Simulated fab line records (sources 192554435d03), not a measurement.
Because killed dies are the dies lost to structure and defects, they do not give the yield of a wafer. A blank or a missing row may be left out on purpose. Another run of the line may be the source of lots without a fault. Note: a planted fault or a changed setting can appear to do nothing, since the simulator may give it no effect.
Which tool did it? :: flow n5-finfet :: 24 lots with 72 wafers sampled at 5 steps, on a route of 1938 steps

== WHAT EACH GAUGE READ, for each wafer ==
N5_BEOL_M5_THK_MEAS_01.
lot: L074
measured: day 8 09:29
on: film-metro-02
M5_ILD_THK (nm): 119.4 119.7 120.3

lot: L076
measured: day 8 15:29
on: film-metro-01
M5_ILD_THK (nm): 120.0 121.0 120.2

lot: L075
measured: day 8 18:34
on: film-metro-02
M5_ILD_THK (nm): 118.2 120.3 123.1

lot: L077
measured: day 9 03:15
on: film-metro-01
M5_ILD_THK (nm): 119.0 120.5 122.3

lot: L078
measured: day 9 11:47
on: film-metro-01
M5_ILD_THK (nm): 120.1 120.5 121.8

lot: L079
measured: day 9 14:22
on: film-metro-02
M5_ILD_THK (nm): 121.4 124.0 123.0

lot: L080
measured: day 9 19:32
on: film-metro-01
M5_ILD_THK (nm): 119.0 121.7 120.4

lot: L081
measured: day 9 20:02
on: film-metro-01
M5_ILD_THK (nm): 119.8 124.5 122.3

lot: L082
measured: day 9 21:08
on: film-metro-01
M5_ILD_THK (nm): 118.1 118.9 120.6

lot: L083
measured: day 10 13:42
on: film-metro-01
M5_ILD_THK (nm): 119.8 123.1 122.1

lot: L085
measured: day 10 20:48
on: film-metro-01
M5_ILD_THK (nm): 123.7 124.7 123.8

lot: L084
measured: day 10 22:32
on: film-metro-02
M5_ILD_THK (nm): 120.2 122.6 120.8

lot: L087
measured: day 11 16:30
on: film-metro-01
M5_ILD_THK (nm): 121.4 120.1 122.0

lot: L089
measured: day 11 22:38
on: film-metro-01
M5_ILD_THK (nm): 120.1 119.9 121.3

lot: L086
measured: day 11 23:29
on: film-metro-02
M5_ILD_THK (nm): 121.0 120.2 121.5

lot: L088
measured: day 12 06:57
on: film-metro-01
M5_ILD_THK (nm): 117.7 119.9 122.2

lot: L090
measured: day 12 08:57
on: film-metro-01
M5_ILD_THK (nm): 121.1 123.7 122.0

lot: L091
measured: day 13 18:49
on: film-metro-02
M5_ILD_THK (nm): 122.3 124.1 124.8

lot: L093
measured: day 13 21:54
on: film-metro-02
M5_ILD_THK (nm): 120.2 121.6 122.9

lot: L094
measured: day 14 02:58
on: film-metro-01
M5_ILD_THK (nm): 119.5 118.5 120.6

lot: L092
measured: day 14 05:51
on: film-metro-01
M5_ILD_THK (nm): 124.4 121.3 122.8

lot: L096
measured: day 14 22:23
on: film-metro-02
M5_ILD_THK (nm): 120.7 120.1 121.5

lot: L095
measured: day 14 22:41
on: film-metro-02
M5_ILD_THK (nm): 122.1 120.5 121.7

lot: L097
measured: day 15 01:26
on: film-metro-01
M5_ILD_THK (nm): 120.6 120.5 121.7

N5_BEOL_M5_OVL_MEAS_29.
lot: L074
measured: day 8 12:03
on: overlay-02
V4_OVL (nm): -0.6 -0.6 -0.3

lot: L076
measured: day 8 17:28
on: overlay-01
V4_OVL (nm): 0.3 1.0 1.0

lot: L075
measured: day 8 21:13
on: overlay-02
V4_OVL (nm): -0.4 0.5 -1.0

lot: L077
measured: day 9 08:05
on: overlay-02
V4_OVL (nm): 0.7 0.5 1.2

lot: L078
measured: day 9 14:24
on: overlay-01
V4_OVL (nm): 0.3 1.2 0.5

lot: L079
measured: day 9 16:59
on: overlay-02
V4_OVL (nm): 0.1 -0.9 -0.4

lot: L080
measured: day 10 00:07
on: overlay-01
V4_OVL (nm): 0.9 1.6 2.3

lot: L081
measured: day 10 00:17
on: overlay-01
V4_OVL (nm): 2.0 0.5 1.2

lot: L082
measured: day 10 00:26
on: overlay-02
V4_OVL (nm): -0.2 -0.4 -0.3

lot: L083
measured: day 10 19:45
on: overlay-01
V4_OVL (nm): 0.4 1.1 0.1

lot: L085
measured: day 10 22:48
on: overlay-02
V4_OVL (nm): 1.0 -0.3 0.0

lot: L084
measured: day 11 02:05
on: overlay-01
V4_OVL (nm): 0.0 -0.3 -0.5

lot: L087
measured: day 11 18:40
on: overlay-02
V4_OVL (nm): -0.5 -0.5 -0.3

lot: L089
measured: day 12 03:19
on: overlay-02
V4_OVL (nm): 0.4 0.3 0.1

lot: L086
measured: day 12 03:24
on: overlay-02
V4_OVL (nm): 0.3 0.5 0.7

lot: L088
measured: day 12 10:19
on: overlay-01
V4_OVL (nm): 0.0 0.5 0.7

lot: L090
measured: day 12 17:26
on: overlay-01
V4_OVL (nm): 1.0 1.4 1.2

lot: L091
measured: day 13 23:31
on: overlay-02
V4_OVL (nm): 0.8 -0.1 -0.4

lot: L093
measured: day 14 01:22
on: overlay-02
V4_OVL (nm): 0.1 -0.3 -0.7

lot: L094
measured: day 14 05:26
on: overlay-02
V4_OVL (nm): 0.7 -1.0 0.5

lot: L092
measured: day 14 08:18
on: overlay-02
V4_OVL (nm): -0.1 -0.6 0.2

lot: L096
measured: day 15 00:43
on: overlay-01
V4_OVL (nm): 0.4 0.5 0.1

lot: L095
measured: day 15 00:53
on: overlay-01
V4_OVL (nm): 0.4 1.2 1.0

lot: L097
measured: day 15 04:15
on: overlay-01
V4_OVL (nm): -0.1 0.6 0.9

N5_BEOL_M5_CD_MEAS_35: target cd 28 nm, target cd y 24 nm.
lot: L074
measured: day 8 12:43
on: cd-sem-01
cd-nm (nm): 27.8 27.7 28.1

lot: L076
measured: day 8 18:07
on: cd-sem-03
cd-nm (nm): 27.8 27.9 28.2

lot: L075
measured: day 8 21:56
on: cd-sem-01
cd-nm (nm): 28.0 28.4 28.2

lot: L077
measured: day 9 09:03
on: cd-sem-02
cd-nm (nm): 28.2 27.8 27.9

lot: L078
measured: day 9 15:04
on: cd-sem-01
cd-nm (nm): 27.8 27.5 27.0

lot: L079
measured: day 9 17:57
on: cd-sem-03
cd-nm (nm): 27.3 27.6 27.5

lot: L080
measured: day 10 01:01
on: cd-sem-01
cd-nm (nm): 27.9 27.2 27.9

lot: L081
measured: day 10 01:26
on: cd-sem-03
cd-nm (nm): 28.2 28.3 28.6

lot: L082
measured: day 10 01:28
on: cd-sem-03
cd-nm (nm): 27.7 28.2 27.9

lot: L083
measured: day 10 20:55
on: cd-sem-03
cd-nm (nm): 28.0 27.7 28.1

lot: L085
measured: day 10 23:28
on: cd-sem-01
cd-nm (nm): 27.8 27.9 28.2

lot: L084
measured: day 11 02:44
on: cd-sem-01
cd-nm (nm): 27.5 28.0 28.2

lot: L087
measured: day 11 19:20
on: cd-sem-01
cd-nm (nm): 28.2 28.0 28.6

lot: L089
measured: day 12 03:59
on: cd-sem-02
cd-nm (nm): 27.9 28.1 27.8

lot: L086
measured: day 12 04:04
on: cd-sem-03
cd-nm (nm): 27.9 27.9 27.7

lot: L088
measured: day 12 11:28
on: cd-sem-02
cd-nm (nm): 28.0 28.1 27.9

lot: L090
measured: day 12 18:06
on: cd-sem-03
cd-nm (nm): 27.5 27.5 27.2

lot: L091
measured: day 14 00:10
on: cd-sem-02
cd-nm (nm): 27.9 27.5 27.5

lot: L093
measured: day 14 02:25
on: cd-sem-01
cd-nm (nm): 27.7 27.4 27.4

lot: L094
measured: day 14 06:07
on: cd-sem-02
cd-nm (nm): 28.6 28.1 28.1

lot: L092
measured: day 14 08:58
on: cd-sem-03
cd-nm (nm): 27.8 28.5 28.6

lot: L096
measured: day 15 01:26
on: cd-sem-02
cd-nm (nm): 27.8 27.5 27.4

lot: L095
measured: day 15 01:44
on: cd-sem-03
cd-nm (nm): 27.9 28.0 27.6

lot: L097
measured: day 15 04:55
on: cd-sem-01
cd-nm (nm): 27.8 28.1 28.4

== WHICH TOOL RAN EACH LOT (tool, then ch and the chambers of the sampled wafers, then the start) ==
lot: L074
N5_BEOL_M5_ILD_DEP_00: pecvd-04 ch 0,2, day 8 08:55
N5_BEOL_M5_STRIP_64: rie-diel-03 ch 0,1, day 8 10:59

lot: L076
N5_BEOL_M5_ILD_DEP_00: pecvd-04 ch 1,2, day 8 14:55
N5_BEOL_M5_STRIP_64: rie-diel-01 ch 0,2, day 8 16:53

lot: L075
N5_BEOL_M5_ILD_DEP_00: pecvd-03 ch 0,1, day 8 18:00
N5_BEOL_M5_STRIP_64: rie-diel-03 ch 1,2,3, day 8 20:19

lot: L077
N5_BEOL_M5_ILD_DEP_00: pecvd-03 ch 1,2, day 9 02:12
N5_BEOL_M5_STRIP_64: rie-diel-03 ch 1,2,3, day 9 06:05

lot: L078
N5_BEOL_M5_ILD_DEP_00: pecvd-04 ch 0,1, day 9 11:13
N5_BEOL_M5_STRIP_64: rie-diel-02 ch 1,3, day 9 13:36

lot: L079
N5_BEOL_M5_ILD_DEP_00: pecvd-04 ch 0,1,2, day 9 13:47
N5_BEOL_M5_STRIP_64: rie-diel-02 ch 0,1,2, day 9 15:30

lot: L080
N5_BEOL_M5_ILD_DEP_00: pecvd-02 ch 0,1,2, day 9 18:42
N5_BEOL_M5_STRIP_64: rie-diel-01 ch 0,1,3, day 9 23:27

lot: L081
N5_BEOL_M5_ILD_DEP_00: pecvd-03 ch 0,2, day 9 19:28
N5_BEOL_M5_STRIP_64: rie-diel-01 ch 0,1,3, day 9 23:41

lot: L082
N5_BEOL_M5_ILD_DEP_00: pecvd-02 ch 0,2, day 9 20:34
N5_BEOL_M5_STRIP_64: rie-diel-03 ch 0,2,3, day 9 23:47

lot: L083
N5_BEOL_M5_ILD_DEP_00: pecvd-04 ch 0,1,2, day 10 12:59
N5_BEOL_M5_STRIP_64: rie-diel-01 ch 0,2,3, day 10 14:59

lot: L085
N5_BEOL_M5_ILD_DEP_00: pecvd-03 ch 0,1, day 10 14:12
N5_BEOL_M5_STRIP_64: rie-diel-01 ch 0,3, day 10 22:05

lot: L084
N5_BEOL_M5_ILD_DEP_00: pecvd-04 ch 0,1, day 10 17:18
N5_BEOL_M5_STRIP_64: rie-diel-01 ch 0,3, day 10 23:55

lot: L087
N5_BEOL_M5_ILD_DEP_00: pecvd-04 ch 0,1,2, day 11 15:56
N5_BEOL_M5_STRIP_64: rie-diel-02 ch 1,2,3, day 11 17:59

lot: L089
N5_BEOL_M5_ILD_DEP_00: pecvd-04 ch 0,1,2, day 11 22:04
N5_BEOL_M5_STRIP_64: rie-diel-01 ch 0,1,2, day 12 01:18

lot: L086
N5_BEOL_M5_ILD_DEP_00: pecvd-02 ch 0,1,2, day 11 22:55
N5_BEOL_M5_STRIP_64: rie-diel-01 ch 0,2, day 12 01:41

lot: L088
N5_BEOL_M5_ILD_DEP_00: pecvd-02 ch 0,1,2, day 12 05:53
N5_BEOL_M5_STRIP_64: rie-diel-03 ch 0,1,3, day 12 09:02

lot: L090
N5_BEOL_M5_ILD_DEP_00: pecvd-03 ch 0,1,2, day 12 07:54
N5_BEOL_M5_STRIP_64: rie-diel-01 ch 2,3, day 12 11:29

lot: L091
N5_BEOL_M5_ILD_DEP_00: pecvd-03 ch 0,2, day 13 18:14
N5_BEOL_M5_STRIP_64: rie-diel-02 ch 0,1, day 13 20:19

lot: L093
N5_BEOL_M5_ILD_DEP_00: pecvd-03 ch 0,1, day 13 21:20
N5_BEOL_M5_STRIP_64: rie-diel-01 ch 0,3, day 14 00:46

lot: L094
N5_BEOL_M5_ILD_DEP_00: pecvd-04 ch 1,2, day 14 01:55
N5_BEOL_M5_STRIP_64: rie-diel-02 ch 0,1, day 14 04:52

lot: L092
N5_BEOL_M5_ILD_DEP_00: pecvd-03 ch 0,1,2, day 14 05:17
N5_BEOL_M5_STRIP_64: rie-diel-03 ch 0,2,3, day 14 06:56

lot: L096
N5_BEOL_M5_ILD_DEP_00: pecvd-04 ch 0,1,2, day 14 21:19
N5_BEOL_M5_STRIP_64: rie-diel-02 ch 0,2,3, day 14 23:36

lot: L095
N5_BEOL_M5_ILD_DEP_00: pecvd-02 ch 1,2, day 14 22:07
N5_BEOL_M5_STRIP_64: rie-diel-01 ch 0,3, day 14 23:46

lot: L097
N5_BEOL_M5_ILD_DEP_00: pecvd-03 ch 0,1,2, day 15 00:52
N5_BEOL_M5_STRIP_64: rie-diel-03 ch 1,2,3, day 15 02:45
- N5_BEOL_M5_ILD_DEP_00: deposits SiCOH lowk from DEMS/porogen, target thk 140.64 nm, time 25.9 s.
- N5_BEOL_M5_STRIP_64: strips in CF4.

== WHAT THE TOOLS THEMSELVES READ (means of the sampled wafers that have a number; where no wafer has one, the mark that the record gives instead) ==
N5_BEOL_M5_ILD_DEP_00.
lot: L074
tool: pecvd-04
chamber-pressure-Torr (Torr): 4.990
heater-power-w (W): 364
rf-fwd-power-W (W): 496.0
showerhead-plenum-p-Torr (Torr): 5.730
showerhead-vpp-V (V): 1408
throttle-valve-pct (%): 14.9

lot: L076
tool: pecvd-04
chamber-pressure-Torr (Torr): 4.998
heater-power-w (W): 356
rf-fwd-power-W (W): 495.7
showerhead-plenum-p-Torr (Torr): 5.758
showerhead-vpp-V (V): 1385
throttle-valve-pct (%): 14.2

lot: L075
tool: pecvd-03
chamber-pressure-Torr (Torr): 5.009
heater-power-w (W): 241
rf-fwd-power-W (W): 494.2
showerhead-plenum-p-Torr (Torr): 5.749
showerhead-vpp-V (V): 1377
throttle-valve-pct (%): 13.7

lot: L077
tool: pecvd-03
chamber-pressure-Torr (Torr): 5.005
heater-power-w (W): 319
rf-fwd-power-W (W): 495.1
showerhead-plenum-p-Torr (Torr): 5.748
showerhead-vpp-V (V): 1392
throttle-valve-pct (%): 13.6

lot: L078
tool: pecvd-04
chamber-pressure-Torr (Torr): 4.993
heater-power-w (W): 351
rf-fwd-power-W (W): 495.2
showerhead-plenum-p-Torr (Torr): 5.740
showerhead-vpp-V (V): 1400
throttle-valve-pct (%): 14.9

lot: L079
tool: pecvd-04
chamber-pressure-Torr (Torr): 5.006
heater-power-w (W): 370
rf-fwd-power-W (W): 494.7
showerhead-plenum-p-Torr (Torr): 5.733
showerhead-vpp-V (V): 1391
throttle-valve-pct (%): 14.5

lot: L080
tool: pecvd-02
chamber-pressure-Torr (Torr): 5.001
heater-power-w (W): 285
rf-fwd-power-W (W): 496.3
showerhead-plenum-p-Torr (Torr): 5.741
showerhead-vpp-V (V): 1369
throttle-valve-pct (%): 14.0

lot: L081
tool: pecvd-03
chamber-pressure-Torr (Torr): 5.008
heater-power-w (W): 277
rf-fwd-power-W (W): 492.3
showerhead-plenum-p-Torr (Torr): 5.747
showerhead-vpp-V (V): 1385
throttle-valve-pct (%): 13.6

lot: L082
tool: pecvd-02
chamber-pressure-Torr (Torr): 5.000
heater-power-w (W): 248
rf-fwd-power-W (W): 494.1
showerhead-plenum-p-Torr (Torr): 5.752
showerhead-vpp-V (V): 1325
throttle-valve-pct (%): 14.0

lot: L083
tool: pecvd-04
chamber-pressure-Torr (Torr): 5.010
heater-power-w (W): 362
rf-fwd-power-W (W): 494.9
showerhead-plenum-p-Torr (Torr): 5.746
showerhead-vpp-V (V): 1379
throttle-valve-pct (%): 14.5

lot: L085
tool: pecvd-03
chamber-pressure-Torr (Torr): 5.003
heater-power-w (W): 309
rf-fwd-power-W (W): 493.9
showerhead-plenum-p-Torr (Torr): 5.742
showerhead-vpp-V (V): 1377
throttle-valve-pct (%): 13.4

lot: L084
tool: pecvd-04
chamber-pressure-Torr (Torr): 4.999
heater-power-w (W): 384
rf-fwd-power-W (W): 493.3
showerhead-plenum-p-Torr (Torr): 5.744
showerhead-vpp-V (V): 1387
throttle-valve-pct (%): 14.9

lot: L087
tool: pecvd-04
chamber-pressure-Torr (Torr): 5.004
heater-power-w (W): 377
rf-fwd-power-W (W): 495.3
showerhead-plenum-p-Torr (Torr): 5.745
showerhead-vpp-V (V): 1392
throttle-valve-pct (%): 14.5

lot: L089
tool: pecvd-04
chamber-pressure-Torr (Torr): 4.994
heater-power-w (W): 381
rf-fwd-power-W (W): 495.3
showerhead-plenum-p-Torr (Torr): 5.739
showerhead-vpp-V (V): 1391
throttle-valve-pct (%): 14.6

lot: L086
tool: pecvd-02
chamber-pressure-Torr (Torr): 5.006
heater-power-w (W): 284
rf-fwd-power-W (W): 497.1
showerhead-plenum-p-Torr (Torr): 5.746
showerhead-vpp-V (V): 1365
throttle-valve-pct (%): 14.1

lot: L088
tool: pecvd-02
chamber-pressure-Torr (Torr): 4.999
heater-power-w (W): 306
rf-fwd-power-W (W): 496.5
showerhead-plenum-p-Torr (Torr): 5.735
showerhead-vpp-V (V): 1367
throttle-valve-pct (%): 13.9

lot: L090
tool: pecvd-03
chamber-pressure-Torr (Torr): 4.992
heater-power-w (W): 288
rf-fwd-power-W (W): 493.8
showerhead-plenum-p-Torr (Torr): 5.749
showerhead-vpp-V (V): 1378
throttle-valve-pct (%): 13.3

lot: L091
tool: pecvd-03
chamber-pressure-Torr (Torr): 5.012
heater-power-w (W): 216
rf-fwd-power-W (W): 494.2
showerhead-plenum-p-Torr (Torr): 5.750
showerhead-vpp-V (V): 1384
throttle-valve-pct (%): 13.4

lot: L093
tool: pecvd-03
chamber-pressure-Torr (Torr): 4.997
heater-power-w (W): 268
rf-fwd-power-W (W): 493.2
showerhead-plenum-p-Torr (Torr): 5.746
showerhead-vpp-V (V): 1366
throttle-valve-pct (%): 13.7

lot: L094
tool: pecvd-04
chamber-pressure-Torr (Torr): 5.000
heater-power-w (W): 358
rf-fwd-power-W (W): 494.7
showerhead-plenum-p-Torr (Torr): 5.757
showerhead-vpp-V (V): 1387
throttle-valve-pct (%): 14.2

lot: L092
tool: pecvd-03
chamber-pressure-Torr (Torr): 5.010
heater-power-w (W): 277
rf-fwd-power-W (W): 495.8
showerhead-plenum-p-Torr (Torr): 5.746
showerhead-vpp-V (V): 1381
throttle-valve-pct (%): 13.3

lot: L096
tool: pecvd-04
chamber-pressure-Torr (Torr): 5.003
heater-power-w (W): 375
rf-fwd-power-W (W): 496.3
showerhead-plenum-p-Torr (Torr): 5.739
showerhead-vpp-V (V): 1397
throttle-valve-pct (%): 14.6

lot: L095
tool: pecvd-02
chamber-pressure-Torr (Torr): 4.999
heater-power-w (W): 272
rf-fwd-power-W (W): 496.2
showerhead-plenum-p-Torr (Torr): 5.731
showerhead-vpp-V (V): 1354
throttle-valve-pct (%): 13.4

lot: L097
tool: pecvd-03
chamber-pressure-Torr (Torr): 5.004
heater-power-w (W): 270
rf-fwd-power-W (W): 495.2
showerhead-plenum-p-Torr (Torr): 5.744
showerhead-vpp-V (V): 1379
throttle-valve-pct (%): 13.3

N5_BEOL_M5_STRIP_64.
lot: L074
tool: rie-diel-03
drypump-motor-current-A (A): 5.3
oes-product-au (a.u.): 0.76
rf-fwd-power-W (W): 292.3
rf-vpp-V (V): 271.4
showerhead-plenum-p-Torr (Torr): 1.82
throttle-valve-pct (%): 13.58

lot: L076
tool: rie-diel-01
drypump-motor-current-A (A): 5.9
oes-product-au (a.u.): 0.84
rf-fwd-power-W (W): 292.5
rf-vpp-V (V): 271.3
showerhead-plenum-p-Torr (Torr): 1.82
throttle-valve-pct (%): 13.39

lot: L075
tool: rie-diel-03
drypump-motor-current-A (A): 6.1
oes-product-au (a.u.): 0.78
rf-fwd-power-W (W): 292.6
rf-vpp-V (V): 271.3
showerhead-plenum-p-Torr (Torr): 1.83
throttle-valve-pct (%): 13.55

lot: L077
tool: rie-diel-03
drypump-motor-current-A (A): 6.2
oes-product-au (a.u.): 0.78
rf-fwd-power-W (W): 293.1
rf-vpp-V (V): 272.4
showerhead-plenum-p-Torr (Torr): 1.83
throttle-valve-pct (%): 13.57

lot: L078
tool: rie-diel-02
drypump-motor-current-A (A): 5.9
oes-product-au (a.u.): 0.68
rf-fwd-power-W (W): 292.1
rf-vpp-V (V): 269.0
showerhead-plenum-p-Torr (Torr): 1.70
throttle-valve-pct (%): 13.78

lot: L079
tool: rie-diel-02
drypump-motor-current-A (A): 5.7
oes-product-au (a.u.): 0.84
rf-fwd-power-W (W): 291.7
rf-vpp-V (V): 270.4
showerhead-plenum-p-Torr (Torr): 1.74
throttle-valve-pct (%): 13.56

lot: L080
tool: rie-diel-01
drypump-motor-current-A (A): 5.9
oes-product-au (a.u.): 0.87
rf-fwd-power-W (W): 292.2
rf-vpp-V (V): 271.5
showerhead-plenum-p-Torr (Torr): 1.83
throttle-valve-pct (%): 13.21

lot: L081
tool: rie-diel-01
drypump-motor-current-A (A): 5.9
oes-product-au (a.u.): 0.86
rf-fwd-power-W (W): 292.9
rf-vpp-V (V): 272.1
showerhead-plenum-p-Torr (Torr): 1.83
throttle-valve-pct (%): 13.21

lot: L082
tool: rie-diel-03
drypump-motor-current-A (A): 5.8
oes-product-au (a.u.): 0.79
rf-fwd-power-W (W): 291.2
rf-vpp-V (V): 271.2
showerhead-plenum-p-Torr (Torr): 1.80
throttle-valve-pct (%): 13.36

lot: L083
tool: rie-diel-01
drypump-motor-current-A (A): 5.9
oes-product-au (a.u.): 0.84
rf-fwd-power-W (W): 291.8
rf-vpp-V (V): 270.8
showerhead-plenum-p-Torr (Torr): 1.80
throttle-valve-pct (%): 13.33

lot: L085
tool: rie-diel-01
drypump-motor-current-A (A): 6.1
oes-product-au (a.u.): 0.83
rf-fwd-power-W (W): 292.6
rf-vpp-V (V): 270.4
showerhead-plenum-p-Torr (Torr): 1.80
throttle-valve-pct (%): 13.35

lot: L084
tool: rie-diel-01
drypump-motor-current-A (A): 6.1
oes-product-au (a.u.): 0.83
rf-fwd-power-W (W): 292.8
rf-vpp-V (V): 271.7
showerhead-plenum-p-Torr (Torr): 1.80
throttle-valve-pct (%): 13.35

lot: L087
tool: rie-diel-02
drypump-motor-current-A (A): 5.9
oes-product-au (a.u.): 0.75
rf-fwd-power-W (W): 292.9
rf-vpp-V (V): 269.4
showerhead-plenum-p-Torr (Torr): 1.72
throttle-valve-pct (%): 13.73

lot: L089
tool: rie-diel-01
drypump-motor-current-A (A): 5.9
oes-product-au (a.u.): 0.81
rf-fwd-power-W (W): 293.0
rf-vpp-V (V): 272.8
showerhead-plenum-p-Torr (Torr): 1.84
throttle-valve-pct (%): 13.34

lot: L086
tool: rie-diel-01
drypump-motor-current-A (A): 5.9
oes-product-au (a.u.): 0.81
rf-fwd-power-W (W): 293.3
rf-vpp-V (V): 271.4
showerhead-plenum-p-Torr (Torr): 1.81
throttle-valve-pct (%): 13.46

lot: L088
tool: rie-diel-03
drypump-motor-current-A (A): 5.8
oes-product-au (a.u.): 0.76
rf-fwd-power-W (W): 293.6
rf-vpp-V (V): 271.3
showerhead-plenum-p-Torr (Torr): 1.82
throttle-valve-pct (%): 13.59

lot: L090
tool: rie-diel-01
drypump-motor-current-A (A): 5.5
oes-product-au (a.u.): 0.85
rf-fwd-power-W (W): 292.4
rf-vpp-V (V): 269.8
showerhead-plenum-p-Torr (Torr): 1.78
throttle-valve-pct (%): 13.27

lot: L091
tool: rie-diel-02
drypump-motor-current-A (A): 5.3
oes-product-au (a.u.): 0.73
rf-fwd-power-W (W): 292.4
rf-vpp-V (V): 269.4
showerhead-plenum-p-Torr (Torr): 1.70
throttle-valve-pct (%): 13.73

lot: L093
tool: rie-diel-01
drypump-motor-current-A (A): 5.7
oes-product-au (a.u.): 0.83
rf-fwd-power-W (W): 292.5
rf-vpp-V (V): 270.5
showerhead-plenum-p-Torr (Torr): 1.77
throttle-valve-pct (%): 13.30

lot: L094
tool: rie-diel-02
drypump-motor-current-A (A): 5.5
oes-product-au (a.u.): 0.79
rf-fwd-power-W (W): 293.3
rf-vpp-V (V): 269.8
showerhead-plenum-p-Torr (Torr): 1.72
throttle-valve-pct (%): 13.53

lot: L092
tool: rie-diel-03
drypump-motor-current-A (A): 5.7
oes-product-au (a.u.): 0.75
rf-fwd-power-W (W): 293.1
rf-vpp-V (V): 271.4
showerhead-plenum-p-Torr (Torr): 1.79
throttle-valve-pct (%): 13.43

lot: L096
tool: rie-diel-02
drypump-motor-current-A (A): 6.1
oes-product-au (a.u.): 0.88
rf-fwd-power-W (W): 292.6
rf-vpp-V (V): 271.3
showerhead-plenum-p-Torr (Torr): 1.79
throttle-valve-pct (%): 13.39

lot: L095
tool: rie-diel-01
drypump-motor-current-A (A): 6.1
oes-product-au (a.u.): 0.79
rf-fwd-power-W (W): 293.2
rf-vpp-V (V): 270.6
showerhead-plenum-p-Torr (Torr): 1.79
throttle-valve-pct (%): 13.43

lot: L097
tool: rie-diel-03
drypump-motor-current-A (A): 6.1
oes-product-au (a.u.): 0.74
rf-fwd-power-W (W): 292.7
rf-vpp-V (V): 271.5
showerhead-plenum-p-Torr (Torr): 1.81
throttle-valve-pct (%): 13.68

== THE ANSWER, worked out from the rows above alone ==
Rule: the lots themselves supply what counts as usual. Put in order of their means at a reading, lots are off if they are a third of the lots or fewer, leave a main group of 4 or more, and stand apart from it by a gap of 3 or more times the standard deviation of the main group's means; of several such gaps the widest counts. The tables above print the reading to a certain number of digits; a main group whose means all agree to those digits is not used. Also off: a lot with no number at a reading for which 4 or more lots have one. Any other lot the step has rows for is counted as sound. The gauges are gone through in route order, then the tools' own readings, and for those a lot's mean is taken as printed above. At the first step where some lot is off, the reading lying furthest off is the one used; lots without a number count as furthest.
No lot is off on any of the readings shown, so nothing can be concluded from this.

== WHAT WAS PUT IN BY THE SIMULATOR ==
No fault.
